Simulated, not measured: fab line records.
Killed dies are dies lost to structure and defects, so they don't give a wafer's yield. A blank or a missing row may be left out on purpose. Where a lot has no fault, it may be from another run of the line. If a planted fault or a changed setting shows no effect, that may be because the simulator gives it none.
fab line records	flow n5-finfet
[record] lots = 7	wafers = 21
route steps=1938 shown ZERO_LAYER@4 PMOS_HMC_CHANNEL_EPI@63 FIN_SAQP@94 FIN_CUT@173 DUMMY_GATE@215 SD_EPI_N@268
start-h: hours from the record's opening day to when the first of the lot's shown wafers began	wait-h: time in hours since the lot's previous step	" identical to the entry in the row above	L1.1+2: one row covering several wafers at once	- no value, or no start was given	* or withheld: withheld	< > ~ a bound
route shown NAME@n: names a module that has steps shown in the file, with the first one's number in the route	usual: mean/standard deviation of fault-free wafers	same: alike in all rows	chamber/n: place in a boat	sites: readings site by site	_std_site: standard deviation of those values	_edge_site: the outer-site mean with the inner-site mean subtracted	radius-mm: for every site, how far away it sits from the centre of the wafer	mask NAME#n: copy n	behind: tool/chamber where the wafer was last shaped	hold: cause of the lot's hold/its duration in hours/its outcome	device: which transistor (n, p or np) failed to switch	end of line: the tests these same wafers got at the end of their route	a step given without rows: its recipe and nothing more	killed: the dies lost at the first sort to structure and to defects; this is not the yield of the wafer	map: the dies of a wafer, with x for killed, . for not killed, _ for no die there
set.NAME: setting as actually run; set.NAME@STEP: the setting as run at that earlier step	model.NAME: the simulator's own value behind a step, which no gauge read
one table per step and one row per wafer, for lots whose settings were changed on purpose
[[steps]]
[step N5_ZERO_LAYER_PECVD_02]
[recipe] material = SiO2	target-thk-a = 100	temp-c = 400	precursor = SiH4/N2O	pressure-torr = 0.75	rf-w = 275	time-s = 6
lot.wafer	tool	chamber	start-h	wait-h	set.time-s	model.SiO2_of_ZERO_LAYER_PECVD_02.thk-nm
L076.1	pecvd-03	1	24.28	0.0	6	9.678
L076.4	"	1	"	"	6.419	10.67
L076.5	"	0	"	"	6.419	10.69
L084.1	pecvd-03	2	72.47	0.0	6	9.985
L084.4	"	2	"	"	5.504	9.486
L084.5	"	0	"	"	6	10.22
L085.1	pecvd-03	2	78.28	0.0	5.236	8.845
L085.3	"	0	"	"	6	9.675
L085.5	"	0	"	"	6	9.988
L086.2	pecvd-02	2	84.28	0.0	6	9.973
L086.4	"	1	"	"	6.756	11.59
L086.5	"	2	"	"	6.756	11.25
L088.1	pecvd-03	0	96.29	0.0	6.409	10.46
L088.4	"	2	"	"	6	10.07
L088.6	"	1	"	"	6.409	10.48
L089.2	pecvd-03	1	102.30	0.0	6	9.808
L089.3	"	2	"	"	6	9.974
L089.6	"	0	"	"	6	10.09
L091.1	pecvd-02	1	114.28	0.0	6.591	11.19
L091.4	"	0	"	"	6.591	11.29
L091.6	"	1	"	"	6.591	11.3
[step N5_ZERO_LAYER_COAT_05]
[recipe] spin-rpm = 1500	resist-thk-nm = 1000
lot.wafer	tool	chamber	start-h	wait-h	set.spin-rpm	model.coat_of_ZERO_LAYER_COAT_05.thk-nm
L076.1	litho-track-01	0	-	-	1500	1000
L076.4	"	0	"	"	1611	966.2
L076.5	"	0	"	"	1500	999.8
L084.1	litho-track-03	0	-	-	1447	1015
L084.4	"	0	"	"	1500	995.4
L084.5	"	0	"	"	1447	1013
L085.1	litho-track-02	0	-	-	1500	1001
L085.3	"	0	"	"	1500	999.4
L085.5	"	0	"	"	1500	999.5
L086.2	litho-track-03	0	-	-	1500	998.5
L086.4	"	0	"	"	1500	1002
L086.5	"	0	"	"	1500	994.9
L088.1	litho-track-03	0	-	-	1586	978.1
L088.4	"	0	"	"	1500	1002
L088.6	"	0	"	"	1586	972.3
L089.2	litho-track-02	0	-	-	1500	997.6
L089.3	"	0	"	"	1500	1001
L089.6	"	0	"	"	1500	1000
L091.1	litho-track-01	0	-	-	1607	964.6
L091.4	"	0	"	"	1500	999.2
L091.6	"	0	"	"	1500	1001
[step N5_ZERO_LAYER_EBR_07]
[recipe] solvent = PGMEA	ebr-width-mm = 1.5
[step N5_ZERO_LAYER_SOFTBAKE_06]
[recipe] temp-c = 100	time-s = 90
[step N5_ZERO_LAYER_ETCH_17]
[recipe] chemistry = CF4	target = SiO2	target-depth-a = 120	time-s = 13.3	ion-energy-ev = 350	pressure-mtorr = 40	source-w = 450	bias-w = 215	Ar_flow_sccm = 100	cf4-flow-sccm = 100
[step N5_ZERO_LAYER_ETCH_18]
[recipe] chemistry = HBr/Cl2	target = Si	target-depth-a = 1200	time-s = 40	pressure-mtorr = 10	icp-w = 800	bias-w = 75	HBr_flow_sccm = 150	Cl2_flow_sccm = 80
[step N5_ZERO_LAYER_STRIP_24]
[recipe] chemistry = O2	power-w = 1000	temp-c = 250	overash-fraction = 0.3	pressure-mtorr = 1000	o2-flow-sccm = 6750
[usual] strip-time-to-endpoint-s = 43.84/0.077
lot.wafer	tool	chamber	start-h	wait-h	set.spin-rpm@ZERO_LAYER_COAT_05	strip-time-to-endpoint-s
L076.1	plasma-asher-02	0	25.14	0.1	1500	43.85
L076.4	"	0	"	"	1611	42.82
L076.5	"	1	"	"	1500	43.82
L084.1	plasma-asher-01	0	73.20	0.1	1447	44.33
L084.4	"	1	"	"	1500	43.68
L084.5	"	1	"	"	1447	44.26
L085.1	plasma-asher-01	0	79.01	0.2	1500	43.91
L085.3	"	1	"	"	1500	43.86
L085.5	"	1	"	"	1500	43.87
L086.2	plasma-asher-02	0	85.02	0.1	1500	43.81
L086.4	"	1	"	"	1500	43.92
L086.5	"	1	"	"	1500	43.67
L088.1	plasma-asher-01	0	97.02	0.1	1586	43.23
L088.4	"	1	"	"	1500	43.88
L088.6	"	0	"	"	1586	43.05
L089.2	plasma-asher-01	0	103.03	0.1	1500	43.72
L089.3	"	0	"	"	1500	43.88
L089.6	"	0	"	"	1500	43.87
L091.1	plasma-asher-02	1	115.02	0.1	1607	42.77
L091.4	"	0	"	"	1500	43.83
L091.6	"	0	"	"	1500	43.87
[step N5_PMOS_HMC_CHANNEL_EPI_PEB_07]
[recipe] peb-temp-c = 110	peb-time-s = 60	resist = CAR-ArF-block
lot.wafer	tool	chamber	start-h	wait-h	set.peb-time-s
L076.1+4+5	litho-track-04	0	29.32	0.1	60
L084.1+4+5	litho-track-04	0	77.11	0.1	60
L085.1+3+5	litho-track-04	0	82.94	0.1	60
L086.2+4	litho-track-03	0	89.65	0.0	66.05
L086.5	"	0	"	"	60
L088.1+6	litho-track-04	0	101.56	0.1	50.02
L088.4	"	0	"	"	60
L089.2+3+6	litho-track-03	0	107.30	0.0	60
L091.1+4	litho-track-04	0	118.95	0.1	49.41
L091.6	"	0	"	"	60
[step N5_PMOS_HMC_CHANNEL_EPI_DEVELOP_08]
[recipe] develop-time-s = 30	developer = TMAH	resist = CAR-ArF-block	dev-temp-c = 23	rinse-liquid = diw	dry = air-spin
[step N5_PMOS_HMC_CHANNEL_EPI_CD_MEAS_09]
[recipe] target-cd-nm = 237.4	landing-energy-ev = 500	detector = se-inlens
[usual] cd-nm = 237.0/0.94
lot.wafer	tool	chamber	start-h	wait-h	set.peb-time-s@PMOS_HMC_CHANNEL_EPI_PEB_07	cd-nm
L076.1	cd-sem-01	0	29.39	-	60	237.7
L076.4	"	0	"	"	60	237.8
L076.5	"	0	"	"	60	237.4
L084.1	cd-sem-03	0	77.17	-	60	237.0
L084.4	"	0	"	"	60	237.7
L084.5	"	0	"	"	60	236.5
L085.1	cd-sem-03	0	83.00	-	60	236.6
L085.3	"	0	"	"	60	235.9
L085.5	"	0	"	"	60	236.0
L086.2	cd-sem-01	0	89.71	-	66.05	242.6
L086.4	"	0	"	"	66.05	240.8
L086.5	"	0	"	"	60	237.2
L088.1	cd-sem-01	0	101.63	-	50.02	228.9
L088.4	"	0	"	"	60	236.7
L088.6	"	0	"	"	50.02	228.0
L089.2	cd-sem-01	0	107.37	-	60	236.2
L089.3	"	0	"	"	60	236.8
L089.6	"	0	"	"	60	236.3
L091.1	cd-sem-02	0	119.02	-	49.41	228.6
L091.4	"	0	"	"	49.41	230.5
L091.6	"	0	"	"	60	238.1
[step N5_PMOS_HMC_CHANNEL_EPI_DESCUM_14]
[recipe] chemistry = O2	time-s = 7.9	source-power-w = 50	bias-power-w = 20	pressure-mtorr = 20	rf-frequency-hz = 2.712e+07	temp-c = 40	resist = CAR-ArF-block	o2-flow-sccm = 225
lot.wafer	tool	chamber	start-h	wait-h	set.peb-time-s@PMOS_HMC_CHANNEL_EPI_PEB_07	model.PMOS_HMC_CHANNEL_EPI.cd-nm
L076.1	rie-diel-02	1	29.47	0.0	60	237.8
L076.4+5	"	2	"	"	60	237.5
L084.1	rie-diel-02	3	77.35	0.1	60	236.9
L084.4	"	0	"	"	60	237.9
L084.5	"	1	"	"	60	236.7
L085.1	rie-diel-05	1	83.09	0.0	60	236.7
L085.3	"	0	"	"	60	236.1
L085.5	"	0	"	"	60	235.9
L086.2	rie-diel-06	3	89.80	0.0	66.05	242.8
L086.4	"	1	"	"	66.05	240.9
L086.5	"	0	"	"	60	237.4
L088.1	rie-diel-05	2	101.72	0.0	50.02	229.2
L088.4	"	0	"	"	60	236.7
L088.6	"	3	"	"	50.02	227.9
L089.2	rie-diel-02	0	107.49	0.1	60	236.4
L089.3	"	3	"	"	60	236.6
L089.6	"	1	"	"	60	236.2
L091.1	rie-diel-02	0	119.38	0.3	49.41	228.9
L091.4	"	3	"	"	49.41	230.5
L091.6	"	3	"	"	60	237.9
[step N5_PMOS_HMC_CHANNEL_EPI_ETCH_32]
[recipe] chemistry = N2/H2	target = BARC	stop-on = SiO2	target-depth-a = 858	over-etch-frac = 0.3	time-s = 50.3	ion-energy-ev = 200	mask-material = CAR-ArF-block	pressure-mtorr = 30	source-w = 840	bias-w = 150	n2-flow-sccm = 200	h2-flow-sccm = 200
lot.wafer	tool	chamber	start-h	wait-h	set.peb-time-s@PMOS_HMC_CHANNEL_EPI_PEB_07	model.PMOS_HMC_CHANNEL_EPI.cd-nm
L076.1	rie-diel-02	1	29.51	0.0	60	240.2
L076.4	"	2	"	"	60	240.8
L076.5	"	2	"	"	60	240.6
L084.1	rie-diel-02	3	77.38	0.0	60	239.1
L084.4	"	0	"	"	60	239.6
L084.5	"	1	"	"	60	239
L085.1	rie-diel-05	1	83.13	0.0	60	238.5
L085.3	"	0	"	"	60	238.2
L085.5	"	0	"	"	60	238.3
L086.2	rie-diel-06	3	89.83	0.0	66.05	245.2
L086.4	"	1	"	"	66.05	243
L086.5	"	0	"	"	60	240.1
L088.1	rie-diel-05	2	101.75	0.0	50.02	232.6
L088.4	"	0	"	"	60	239.9
L088.6	"	3	"	"	50.02	229.8
L089.2	rie-diel-02	0	107.52	0.0	60	238.2
L089.3+6	"	3,1	"	"	60	238.8
L091.1	rie-diel-02	0	119.43	0.0	49.41	230.9
L091.4	"	3	"	"	49.41	233
L091.6	"	3	"	"	60	240.3
[step N5_PMOS_HMC_CHANNEL_EPI_ETCH_38]
[recipe] chemistry = CF4	target = SiO2	target-depth-a = 15	ion-energy-ev = 350	pressure-mtorr = 10	icp-w = 800	bias-w = 400	cf4-flow-sccm = 80
lot.wafer	tool	chamber	start-h	wait-h	set.bias-w
L076.1+4+5	rie-si-06	0,2,1	29.91	0.0	400
L084.1	rie-si-04	1	77.78	0.0	334.1
L084.4+5	"	0,2	"	"	400
L085.1+3+5	rie-si-04	3,1,2	83.53	0.0	356.9
L086.2+5	rie-si-06	3,1	90.24	0.0	400
L086.4	"	0	"	"	452.6
L088.1+4+6	rie-si-04	3,1,1	102.15	0.0	400
L089.2+3+6	rie-si-06	1,3,0	107.94	0.0	400
L091.1+6	rie-si-05	1,2	119.90	0.0	400
L091.4	"	2	"	"	373.5
[step N5_PMOS_HMC_CHANNEL_EPI_FIN_RECESS_16]
[recipe] chemistry = HBr/Cl2	target = Si	mask-material = SiO2	target-depth-a = 540	time-s = 18	pressure-mtorr = 10	icp-w = 800	bias-w = 75	HBr_flow_sccm = 150	Cl2_flow_sccm = 80
lot.wafer	tool	chamber	start-h	wait-h	set.peb-time-s@PMOS_HMC_CHANNEL_EPI_PEB_07	model.PMOS_HMC_CHANNEL_EPI.cd-nm
L076.1	rie-si-06	0	29.93	0.0	60	240.2
L076.4	"	2	"	"	60	240.9
L076.5	"	1	"	"	60	240.7
L084.1	rie-si-04	1	77.80	0.0	60	239
L084.4	"	0	"	"	60	239.6
L084.5	"	2	"	"	60	238.9
L085.1	rie-si-04	3	83.55	0.0	60	238.6
L085.3+5	"	1,2	"	"	60	238.2
L086.2	rie-si-06	3	90.26	0.0	66.05	245.3
L086.4	"	0	"	"	66.05	243.1
L086.5	"	1	"	"	60	239.9
L088.1	rie-si-04	3	102.17	0.0	50.02	232.6
L088.4	"	1	"	"	60	240
L088.6	"	1	"	"	50.02	229.9
L089.2	rie-si-06	1	107.96	0.0	60	238.2
L089.3	"	3	"	"	60	239
L089.6	"	0	"	"	60	238.8
L091.1	rie-si-05	1	119.92	0.0	49.41	230.9
L091.4	"	2	"	"	49.41	233
L091.6	"	2	"	"	60	240.4
[step N5_FIN_SAQP_ALD_61]
[recipe] material = SiO2	target-thk-a = 40	temp-c = 300	ald-precursor-family = BDEAS	ald-co-reactant = O2-plasma	pulse-time-s = 1	purge-time-s = 2	co-reactant-purge-time-s = 2	ald-cycles = 43	pressure-torr = 2
lot.wafer	tool	chamber	start-h	wait-h	set.ald-cycles	model.SiO2_of_FIN_SAQP_ALD_61.thk-nm
L076.1	ald-sin-01	3	32.39	0.1	43	4.04
L076.4	"	2	"	"	43	3.991
L076.5	"	0	"	"	43	4
L084.1	ald-sin-04	2	80.21	0.0	43	3.995
L084.4	"	3	"	"	43	3.986
L084.5	"	3	"	"	43	4.01
L085.1	ald-sin-01	3	85.96	0.0	47	4.349
L085.3	"	0	"	"	43	3.971
L085.5	"	3	"	"	43	3.995
L086.2	ald-sin-03	2	95.60	2.9	43	3.99
L086.4	"	0	"	"	43	4.008
L086.5	"	2	"	"	43	4.015
L088.1	ald-sin-04	1	104.60	0.0	50	4.641
L088.4	"	2	"	"	43	4.023
L088.6	"	3	"	"	43	4.022
L089.2	ald-sin-04	0	110.37	0.0	43	4.003
L089.3	"	3	"	"	43	3.991
L089.6	"	2	"	"	43	4.018
L091.1	ald-sin-01	3	122.32	0.0	43	4.01
L091.4	"	2	"	"	45	4.165
L091.6	"	2	"	"	45	4.162
[step N5_FIN_SAQP_COAT_10]
[recipe] resist = CAR-ArF	spin-rpm = 1500	resist-thk-nm = 90
lot.wafer	tool	chamber	start-h	wait-h	set.spin-rpm	model.CAR-ArF_of_FIN_SAQP_COAT_10.thk-nm
L076.1	litho-track-02	0	-	-	1581	87.85
L076.4	"	0	"	"	1500	90.05
L076.5	"	0	"	"	1581	87.51
L084.1	litho-track-01	0	-	-	1500	89.98
L084.4	"	0	"	"	1500	89.91
L084.5	"	0	"	"	1500	90.03
L085.1	litho-track-05	0	-	-	1370	94.21
L085.3	"	0	"	"	1370	94.23
L085.5	"	0	"	"	1500	89.94
L086.2	litho-track-05	0	-	-	1628	86.28
L086.4	"	0	"	"	1628	86.46
L086.5	"	0	"	"	1500	90.14
L088.1	litho-track-02	0	-	-	1500	89.95
L088.4	"	0	"	"	1357	94.57
L088.6	"	0	"	"	1357	94.26
L089.2	litho-track-05	0	-	-	1500	89.65
L089.3	"	0	"	"	1500	89.58
L089.6	"	0	"	"	1500	89.53
L091.1	litho-track-05	0	-	-	1500	89.95
L091.4	"	0	"	"	1637	86.16
L091.6	"	0	"	"	1500	90.24
[step N5_FIN_SAQP_EBR_12]
[recipe] solvent = PGMEA	ebr-width-mm = 1.5
[step N5_FIN_SAQP_SOFTBAKE_11]
[recipe] temp-c = 110	time-s = 60	resist = CAR-ArF
[step N5_FIN_SAQP_DESCUM_21]
[recipe] chemistry = O2	time-s = 7.9	source-power-w = 50	bias-power-w = 20	pressure-mtorr = 20	rf-frequency-hz = 2.712e+07	temp-c = 40	resist = CAR-ArF	o2-flow-sccm = 225
lot.wafer	tool	chamber	start-h	wait-h	set.spin-rpm@FIN_SAQP_COAT_10	model.CAR-ArF_of_FIN_SAQP_COAT_10.thk-nm
L076.1	rie-diel-04	3	33.78	0.0	1581	81.27
L076.4	"	0	"	"	1500	83.52
L076.5	"	0	"	"	1581	80.99
L084.1	rie-diel-04	3	81.68	0.1	1500	83.4
L084.4	"	1	"	"	1500	83.37
L084.5	"	3	"	"	1500	83.45
L085.1	rie-diel-04	0	87.25	0.0	1370	87.68
L085.3	"	1	"	"	1370	87.69
L085.5	"	1	"	"	1500	83.4
L086.2	rie-diel-01	1	96.79	0.0	1628	79.63
L086.4	"	3	"	"	1628	79.84
L086.5	"	2	"	"	1500	83.65
L088.1	rie-diel-01	1	105.87	0.0	1500	83.3
L088.4	"	2	"	"	1357	88.08
L088.6	"	0	"	"	1357	87.75
L089.2	rie-diel-03	3	112.30	0.7	1500	83.05
L089.3	"	1	"	"	1500	83.09
L089.6	"	1	"	"	1500	83.04
L091.1	rie-diel-03	2	123.64	0.0	1500	83.38
L091.4	"	3	"	"	1637	79.55
L091.6	"	3	"	"	1500	83.64
[step N5_FIN_CUT_CUT_ETCH_26]
[recipe] chemistry = CH3F/O2	target = SiNx	target-depth-a = 390	mask-material = SOC	time-s = 55.7	pressure-mtorr = 30	source-w = 395	bias-w = 73	Ar_flow_sccm = 150	CH3F_flow_sccm = 30	O2_flow_sccm = 20	ion-energy-ev = 120
lot.wafer	tool	chamber	start-h	wait-h	set.source-w	model.etch.depth-nm
L076.1	rie-diel-06	3	39.04	0.0	395	37.97
L076.4	"	2	"	"	361.8	37.17
L076.5	"	0	"	"	361.8	37.61
L084.1	rie-diel-02	0	87.83	0.0	364.8	36.95
L084.4	"	2	"	"	395	38.78
L084.5	"	3	"	"	364.8	37.94
L085.1	rie-diel-05	3	95.89	0.0	458.8	40.88
L085.3	"	1	"	"	458.8	41.57
L085.5	"	3	"	"	395	38.67
L086.2	rie-diel-02	3	104.31	0.0	395	38.56
L086.4	"	2	"	"	365.6	37.31
L086.5	"	2	"	"	395	38.55
L088.1	rie-diel-06	0	110.88	0.0	357	37.63
L088.4	"	2	"	"	357	37.12
L088.6	"	2	"	"	395	38.46
L089.2	rie-diel-02	2	117.32	0.0	395	38.25
L089.3	"	3	"	"	395	38.59
L089.6	"	2	"	"	395	38.47
L091.1	rie-diel-06	0	129.61	0.0	395	39.04
L091.4	"	3	"	"	395	37.72
L091.6	"	0	"	"	427.4	40.23
[step N5_DUMMY_GATE_CVD_03]
[recipe] material = a-Si	target-thk-a = 1500	temp-c = 530	precursor = SiH4	time-s = 8042
lot.wafer	tool	chamber	start-h	wait-h	set.temp-c	model.a-Si_of_DUMMY_GATE_CVD_03.thk-nm
L076.1	-	-	-	0.1	520.2	113.8
L076.4	"	-	"	"	520.2	113
L076.5	"	-	"	"	520.2	112.8
L084.1	-	-	-	0.1	530	151.8
L084.4	"	-	"	"	530	152.2
L084.5	"	-	"	"	530	152
L085.1	-	-	-	0.1	519.7	112
L085.3	"	-	"	"	519.7	111.4
L085.5	"	-	"	"	519.7	112.8
L086.2	-	-	-	0.1	518.4	108.8
L086.4	"	-	"	"	518.4	108.2
L086.5	"	-	"	"	518.4	108.6
L088.1	-	-	-	0.8	516.7	103.2
L088.4	"	-	"	"	516.7	103.8
L088.6	"	-	"	"	516.7	102.2
L089.2	lpcvd-01	0/95	126.70	0.1	530	149.8
L089.3	"	0/100	"	"	530	149
L089.6	"	0/114	"	"	530	150
L091.1	-	-	-	0.1	508.4	80.2
L091.4+6	"	-	"	"	508.4	79.6
[step N5_DUMMY_GATE_HM_DEP_06]
[recipe] material = SiNx	target-thk-a = 800	precursor = DCS/NH3	temp-c = 700	pressure-mtorr = 300	time-s = 5141
lot.wafer	tool	chamber	start-h	wait-h	set.time-s	model.SiNx_of_DUMMY_GATE_HM_DEP_06.thk-nm
L076.1	-	-	-	0.0	5618	87.4
L076.4	"	-	"	"	5618	87
L076.5	"	-	"	"	5618	86.8
L084.1	-	-	-	0.0	5141	80.8
L084.4	"	-	"	"	5141	81
L084.5	"	-	"	"	5141	81.2
L085.1	-	-	-	0.0	5667	87.6
L085.3	"	-	"	"	5667	88.4
L085.5	"	-	"	"	5667	88.6
L086.2	-	-	-	0.0	5549	86.8
L086.4	"	-	"	"	5549	85.8
L086.5	"	-	"	"	5549	86.2
L088.1	-	-	-	0.0	4903	77
L088.4	"	-	"	"	4903	76.4
L088.6	"	-	"	"	4903	76.8
L089.2	lpcvd-02	0/45	130.70	0.0	5141	78.8
L089.3+6	"	0/50,0/64	"	"	5141	78.4
L091.1	-	-	-	0.0	5708	87.8
L091.4	"	-	"	"	5708	88.2
L091.6	"	-	"	"	5708	88.4
[step N5_SD_EPI_N_PEB_07]
[recipe] peb-temp-c = 110	peb-time-s = 60	resist = CAR-ArF-block
lot.wafer	tool	chamber	start-h	wait-h	set.peb-time-s
L076.1+4+5	litho-track-05	0	62.10	0.1	60
L084.1	litho-track-05	0	110.40	0.1	51.36
L084.4+5	"	0	"	"	60
L085.1	litho-track-04	0	117.44	0.1	53.49
L085.3+5	"	0	"	"	60
L086.2+4	litho-track-04	0	125.35	0.0	60
L086.5	"	0	"	"	52.44
L088.1+6	litho-track-05	0	131.41	0.1	55.38
L088.4	"	0	"	"	60
L089.2+3+6	litho-track-05	0	137.36	0.0	60
L091.1	litho-track-05	0	150.37	0.1	56.34
L091.4+6	"	0	"	"	60
[step N5_SD_EPI_N_DEVELOP_08]
[recipe] develop-time-s = 30	developer = TMAH	resist = CAR-ArF-block	dev-temp-c = 23	rinse-liquid = diw	dry = air-spin
[step N5_SD_EPI_N_CD_MEAS_09]
[recipe] target-cd-nm = 120	landing-energy-ev = 500	detector = se-inlens
[usual] cd-nm = 120.0/0.72
lot.wafer	tool	chamber	start-h	wait-h	set.peb-time-s@SD_EPI_N_PEB_07	cd-nm
L076.1	cd-sem-03	0	62.17	-	60	119.5
L076.4	"	0	"	"	60	119.0
L076.5	"	0	"	"	60	119.0
L084.1	cd-sem-02	0	110.46	-	51.36	113.8
L084.4	"	0	"	"	60	119.9
L084.5	"	0	"	"	60	119.7
L085.1	cd-sem-01	0	117.51	-	53.49	117.0
L085.3	"	0	"	"	60	120.0
L085.5	"	0	"	"	60	121.2
L086.2	cd-sem-02	0	125.41	-	60	119.5
L086.4	"	0	"	"	60	119.8
L086.5	"	0	"	"	52.44	113.0
L088.1	cd-sem-03	0	131.48	-	55.38	116.1
L088.4	"	0	"	"	60	120.1
L088.6	"	0	"	"	55.38	116.0
L089.2	cd-sem-01	0	137.42	-	60	118.5
L089.3	"	0	"	"	60	118.8
L089.6	"	0	"	"	60	119.5
L091.1	cd-sem-01	0	150.44	-	56.34	118.1
L091.4	"	0	"	"	60	119.5
L091.6	"	0	"	"	60	120.4
[[key]]
[split] step = N5_ZERO_LAYER_PECVD_02	setting = time-s	stated = 6	by = wafer
[response] step = N5_ZERO_LAYER_PECVD_02	reading = model.SiO2_of_ZERO_LAYER_PECVD_02.thk-nm	change = +0.0941	per = 1%	r = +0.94
[split] step = N5_ZERO_LAYER_COAT_05	setting = spin-rpm	stated = 1500	by = wafer
[response] step = N5_ZERO_LAYER_COAT_05	reading = model.coat_of_ZERO_LAYER_COAT_05.thk-nm	change = -4.78	per = 1%	r = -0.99
[response] step = N5_ZERO_LAYER_STRIP_24	reading = strip-time-to-endpoint-s	change = *	per = 1%	r = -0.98
[split] step = N5_PMOS_HMC_CHANNEL_EPI_PEB_07	setting = peb-time-s	stated = 60	by = wafer
[response] step = N5_PMOS_HMC_CHANNEL_EPI_CD_MEAS_09	reading = cd-nm	change = +0.483	per = 1%	r = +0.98
[response] step = N5_PMOS_HMC_CHANNEL_EPI_DESCUM_14	reading = model.PMOS_HMC_CHANNEL_EPI.cd-nm	change = +0.469	per = 1%	r = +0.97
[response] step = N5_PMOS_HMC_CHANNEL_EPI_ETCH_32	reading = model.PMOS_HMC_CHANNEL_EPI.cd-nm	change = +0.482	per = 1%	r = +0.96
[response] step = N5_PMOS_HMC_CHANNEL_EPI_FIN_RECESS_16	reading = model.PMOS_HMC_CHANNEL_EPI.cd-nm	change = +0.489	per = 1%	r = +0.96
[split] step = N5_PMOS_HMC_CHANNEL_EPI_ETCH_38	setting = bias-w	stated = 400	by = wafer
response none clear
[split] step = N5_FIN_SAQP_ALD_61	setting = ald-cycles	stated = 43	by = wafer
[response] step = N5_FIN_SAQP_ALD_61	reading = model.SiO2_of_FIN_SAQP_ALD_61.thk-nm	change = +0.038	per = 1%	r = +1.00
[split] step = N5_FIN_SAQP_COAT_10	setting = spin-rpm	stated = 1500	by = wafer
[response] step = N5_FIN_SAQP_COAT_10	reading = model.CAR-ArF_of_FIN_SAQP_COAT_10.thk-nm	change = -0.457	per = 1%	r = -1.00
[response] step = N5_FIN_SAQP_DESCUM_21	reading = model.CAR-ArF_of_FIN_SAQP_COAT_10.thk-nm	change = -0.466	per = 1%	r = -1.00
[split] step = N5_FIN_CUT_CUT_ETCH_26	setting = source-w	stated = 395	by = wafer
[response] step = N5_FIN_CUT_CUT_ETCH_26	reading = model.etch.depth-nm	change = +0.151	per = 1%	r = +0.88
[split] step = N5_DUMMY_GATE_CVD_03	setting = temp-c	stated = 530	by = lot
[response] step = N5_DUMMY_GATE_CVD_03	reading = model.a-Si_of_DUMMY_GATE_CVD_03.thk-nm	change = +17.9	per = 1%	r = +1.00
[split] step = N5_DUMMY_GATE_HM_DEP_06	setting = time-s	stated = 5141	by = lot
[response] step = N5_DUMMY_GATE_HM_DEP_06	reading = model.SiNx_of_DUMMY_GATE_HM_DEP_06.thk-nm	change = +0.766	per = 1%	r = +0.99
[split] step = N5_SD_EPI_N_PEB_07	setting = peb-time-s	stated = 60	by = wafer
[response] step = N5_SD_EPI_N_CD_MEAS_09	reading = cd-nm	change = +0.432	per = 1%	r = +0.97
